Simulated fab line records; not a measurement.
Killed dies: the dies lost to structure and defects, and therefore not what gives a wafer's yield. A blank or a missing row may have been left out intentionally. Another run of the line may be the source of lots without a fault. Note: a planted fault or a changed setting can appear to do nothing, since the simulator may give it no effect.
fab line records | flow n5_finfet
record lots=7 | wafers=39
route steps=1938 shown ZERO_LAYER@4 FIN_CUT@173 ILD0@342 MOL_CONTACT_COAG@537 BEOL_M2@857 BEOL_M3@1004 BEOL_M4@1111
start_h: hours from the record's first day to the start of the lot's first wafer shown | wait_h: time in hours since the lot's previous step | " repeats the value in the row above | L1.1+2: one row covering several wafers at once | - no value, or no start given | * or withheld: withheld | < > ~ a bound
route shown NAME@n: a module of which the file shows steps, and the number in the route of the first | usual: mean/standard deviation of fault-free wafers | same: alike in all rows | chamber/n: place in a boat | sites: the reading at each site | _std_site: standard deviation across them | _edge_site: inner sites' mean taken away from outer sites' mean | radius_mm: for every site, how far away it sits from the centre of the wafer | mask NAME#n: copy n | behind: the most recent tool/chamber to have shaped the wafer | hold: why the lot was held/for how many hours/how that ended | device: the n, p or np transistor that did not switch | end of line: tests run on the same wafers once the route is complete | a step without rows: its recipe alone | killed: at the first sort, the dies lost to defects and structure; wafer yield is something else | map: shows each die of a wafer: x if killed, . if not, _ if none is there
set.NAME: the run value of the setting; set.NAME@STEP: its run value at that earlier step | model.NAME: the simulator's own value behind a step, which no gauge read
lots where settings were altered on purpose, with a table for each step and a row for each wafer
## steps
# step N5_ZERO_LAYER_PECVD_02
# recipe material=SiO2 | target_thk_a=100 | temp_c=400 | precursor=SiH4/N2O | pressure_torr=0.75 | rf_w=275 | time_s=6
# step N5_FIN_CUT_CUT_ETCH_26
# recipe chemistry=CH3F/O2 | target=SiNx | target_depth_a=390 | mask_material=SOC | time_s=55.7 | pressure_mtorr=30 | source_w=395 | bias_w=73 | Ar_flow_sccm=150 | CH3F_flow_sccm=30 | O2_flow_sccm=20 | ion_energy_ev=120
# step N5_FIN_CUT_CUT_ETCH_15
# recipe chemistry=HBr/Cl2/O2 | target=Si | target_depth_a=1000 | bt_time_s=10 | mask_material=SOC | time_s=42.4 | ion_energy_ev=* | bias_w=* | pressure_mtorr=10 | icp_w=800 | HBr_flow_sccm=150 | Cl2_flow_sccm=80 | O2_flow_sccm=12
# step N5_ILD0_PRECLEAN_10
# recipe chemistry=NF3:NH3 | afs_cycles=5 | time_s=20 | temp_c=30 | sublimation_temp_c=180 | sublimation_time_s=60 | pressure_torr=3 | rf_power_w=30
# step N5_MOL_CONTACT_COAG_ETCH_15
# recipe chemistry=CH3F/O2 | target=SiNx | target_depth_a=70 | mask_material=SOC | stop_on=Si:P | over_etch_frac=0.75 | ion_energy_ev=120 | pressure_mtorr=30 | source_w=395 | bias_w=73 | Ar_flow_sccm=150 | CH3F_flow_sccm=30 | O2_flow_sccm=20
# step N5_BEOL_M2_DESCUM_16
# recipe chemistry=O2 | time_s=7 | source_power_w=50 | bias_power_w=20 | pressure_mtorr=20 | rf_frequency_hz=2.712e+07 | temp_c=40 | resist=CAR-EUV | o2_flow_sccm=225
# step N5_BEOL_M3_SPUTTER_90
# recipe material=Cu | target_thk_a=45 | temp_c=-20 | chamber_pressure_pa=0.07 | power_w=withheld | time_s=8.29
# step N5_BEOL_M4_RC_MEAS_101
# usual CJ_N=4.41/0.11 | RS_PWELL=3012/23
lot.wafer | tool      | chamber | start_h | wait_h | set.time_s@ZERO_LAYER_PECVD_02 | set.target_depth_a@FIN_CUT_CUT_ETCH_26 | set.time_s@FIN_CUT_CUT_ETCH_15 | set.time_s@ILD0_PRECLEAN_10 | set.target_depth_a@MOL_CONTACT_COAG_ETCH_15 | set.time_s@BEOL_M2_DESCUM_16 | set.time_s@BEOL_M3_SPUTTER_90 | CJ_N | RS_PWELL[ohm/sq]
L075.1    | prober-02 | 0       | 170.03  | 0.0    | 7.891                          | 221                                    | 51.97                          | 20                          | 70                                          | 7                            | 9.996                         | 4.75 | 3035
L075.2    | "         | 0       | "       | "      | 6                              | 390                                    | 51.97                          | 20                          | 70                                          | 7                            | 8.29                          | 4.45 | 2982
L075.3    | "         | 0       | "       | "      | 7.891                          | 390                                    | 42.4                           | 16.92                       | 70                                          | 7                            | 8.29                          | 4.53 | 3052
L075.4    | "         | 0       | "       | "      | 7.891                          | 221                                    | 42.4                           | 16.92                       | 70                                          | 7                            | 9.996                         | 4.59 | 3067
L075.5    | "         | 0       | "       | "      | 6                              | 390                                    | 51.97                          | 16.92                       | 70                                          | 7                            | 9.996                         | 4.36 | 2976
L075.6    | "         | 0       | "       | "      | 6                              | 221                                    | 42.4                           | 20                          | 70                                          | 7                            | 8.29                          | 4.33 | 3013
L077.1    | prober-01 | 0       | 181.16  | 0.0    | 6                              | 390                                    | 42.4                           | 20                          | 99.86                                       | 7                            | 9.894                         | 4.63 | 3022
L077.2    | "         | 0       | "       | "      | 3.038                          | 390                                    | 33.34                          | 20                          | 70                                          | 10.71                        | 8.29                          | 4.04 | 2937
L077.3    | "         | 0       | "       | "      | 6                              | 390                                    | 33.34                          | 20                          | 99.86                                       | 7                            | 9.894                         | 4.41 | 3046
L077.4    | "         | 0       | "       | "      | 6                              | 390                                    | 42.4                           | 29.88                       | 70                                          | 10.71                        | 9.894                         | 4.44 | 3013
L077.5    | "         | 0       | "       | "      | 3.038                          | 390                                    | 33.34                          | 29.88                       | 70                                          | 7                            | 8.29                          | 4.23 | 2949
L077.6    | "         | 0       | "       | "      | 3.038                          | 390                                    | 42.4                           | 29.88                       | 99.86                                       | 10.71                        | 8.29                          | 3.98 | 2953
L078.1    | prober-02 | 0       | 182.55  | 0.0    | 6                              | 390                                    | 64.53                          | 27.65                       | 56.45                                       | 3.544                        | 8.29                          | 4.47 | 2985
L078.2    | "         | 0       | "       | "      | 3.201                          | 390                                    | 42.4                           | 20                          | 56.45                                       | 7                            | 8.29                          | 4.19 | 2905
L078.3    | "         | 0       | "       | "      | 3.201                          | 390                                    | 64.53                          | 20                          | 70                                          | 7                            | 10.97                         | 3.83 | 2898
L078.4    | "         | 0       | "       | "      | 6                              | 390                                    | 42.4                           | 27.65                       | 70                                          | 7                            | 8.29                          | 4.17 | 2984
L078.5    | "         | 0       | "       | "      | 6                              | 390                                    | 64.53                          | 20                          | 56.45                                       | 3.544                        | 10.97                         | 4.60 | 3013
L078.6    | "         | 0       | "       | "      | 3.201                          | 390                                    | 42.4                           | 27.65                       | 70                                          | 3.544                        | 10.97                         | 4.12 | 2941
L079.1    | prober-01 | 0       | 195.03  | 0.0    | 6                              | 390                                    | 42.4                           | 20                          | 70                                          | 7                            | 8.29                          | 4.57 | 3034
L079.4    | "         | 0       | "       | "      | 6                              | 390                                    | 42.4                           | 20                          | 70                                          | 7                            | 8.29                          | 4.50 | 3025
L079.5    | "         | 0       | "       | "      | 6                              | 390                                    | 42.4                           | 20                          | 70                                          | 7                            | 8.29                          | 4.57 | 3023
L084.1    | prober-01 | 0       | 224.89  | 0.0    | 6                              | 390                                    | 52.93                          | 20                          | 70                                          | 10.66                        | 8.29                          | 4.44 | 3048
L084.2    | "         | 0       | "       | "      | 6                              | 390                                    | 42.4                           | 20                          | 83.49                                       | 7                            | 8.29                          | 4.46 | 3050
L084.3    | "         | 0       | "       | "      | 6                              | 177.5                                  | 52.93                          | 20                          | 70                                          | 7                            | 8.29                          | 4.51 | 3048
L084.4    | "         | 0       | "       | "      | 6                              | 177.5                                  | 52.93                          | 20                          | 83.49                                       | 10.66                        | 8.29                          | 4.38 | 3007
L084.5    | "         | 0       | "       | "      | 6                              | 390                                    | 42.4                           | 20                          | 70                                          | 10.66                        | 8.29                          | 4.45 | 3045
L084.6    | "         | 0       | "       | "      | 6                              | 177.5                                  | 42.4                           | 20                          | 83.49                                       | 7                            | 8.29                          | 4.59 | 3014
L086.1    | prober-01 | 0       | 244.47  | 0.0    | 6                              | 390                                    | 42.4                           | 27.53                       | 70                                          | 10                           | 8.29                          | 4.37 | 3015
L086.2    | "         | 0       | "       | "      | 6                              | 270.4                                  | 42.4                           | 20                          | 94.15                                       | 10                           | 8.29                          | 4.55 | 2993
L086.3    | "         | 0       | "       | "      | 6                              | 270.4                                  | 19.52                          | 27.53                       | 70                                          | 10                           | 8.29                          | 4.31 | 2997
L086.4    | "         | 0       | "       | "      | 6                              | 390                                    | 19.52                          | 20                          | 70                                          | 7                            | 8.29                          | 4.39 | 2999
L086.5    | "         | 0       | "       | "      | 6                              | 270.4                                  | 19.52                          | 20                          | 94.15                                       | 7                            | 8.29                          | 4.59 | 3027
L086.6    | "         | 0       | "       | "      | 6                              | 390                                    | 42.4                           | 27.53                       | 94.15                                       | 7                            | 8.29                          | 4.35 | 2987
L092.1    | prober-01 | 0       | 273.67  | 0.0    | 8.402                          | 390                                    | 63.54                          | 20                          | 70                                          | 7                            | 8.29                          | 4.71 | 3093
L092.2    | "         | 0       | "       | "      | 8.402                          | 178                                    | 42.4                           | 20                          | 46.24                                       | 2.839                        | 4.939                         | 4.86 | 3069
L092.3    | "         | 0       | "       | "      | 6                              | 390                                    | 63.54                          | 12.08                       | 46.24                                       | 2.839                        | 8.29                          | 4.45 | 3039
L092.4    | "         | 0       | "       | "      | 6                              | 390                                    | 42.4                           | 12.08                       | 70                                          | 2.839                        | 4.939                         | 4.50 | 3018
L092.5    | "         | 0       | "       | "      | 6                              | 178                                    | 63.54                          | 20                          | 70                                          | 7                            | 8.29                          | 4.56 | 3011
L092.6    | "         | 0       | "       | "      | 8.402                          | 178                                    | 42.4                           | 12.08                       | 46.24                                       | 7                            | 4.939                         | 4.70 | 3096
## key
split step=N5_ZERO_LAYER_PECVD_02 | setting=time_s | stated_as=6
response step=N5_BEOL_M4_RC_MEAS_101 | reading=RS_PWELL | slope=+1.69 | per=1% | together_with=all | explained=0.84
response step=N5_BEOL_M4_RC_MEAS_101 | reading=CJ_N | slope=+0.00712 | per=1% | together_with=all | explained=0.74
split step=N5_FIN_CUT_CUT_ETCH_26 | setting=target_depth_a | stated_as=390
response none clear
split step=N5_FIN_CUT_CUT_ETCH_15 | setting=time_s | stated_as=42.4
response none clear
split step=N5_ILD0_PRECLEAN_10 | setting=time_s | stated_as=20
response none clear
split step=N5_MOL_CONTACT_COAG_ETCH_15 | setting=target_depth_a | stated_as=70
response none clear
split step=N5_BEOL_M2_DESCUM_16 | setting=time_s | stated_as=7
response none clear
split step=N5_BEOL_M3_SPUTTER_90 | setting=time_s | stated_as=8.29
response none clear
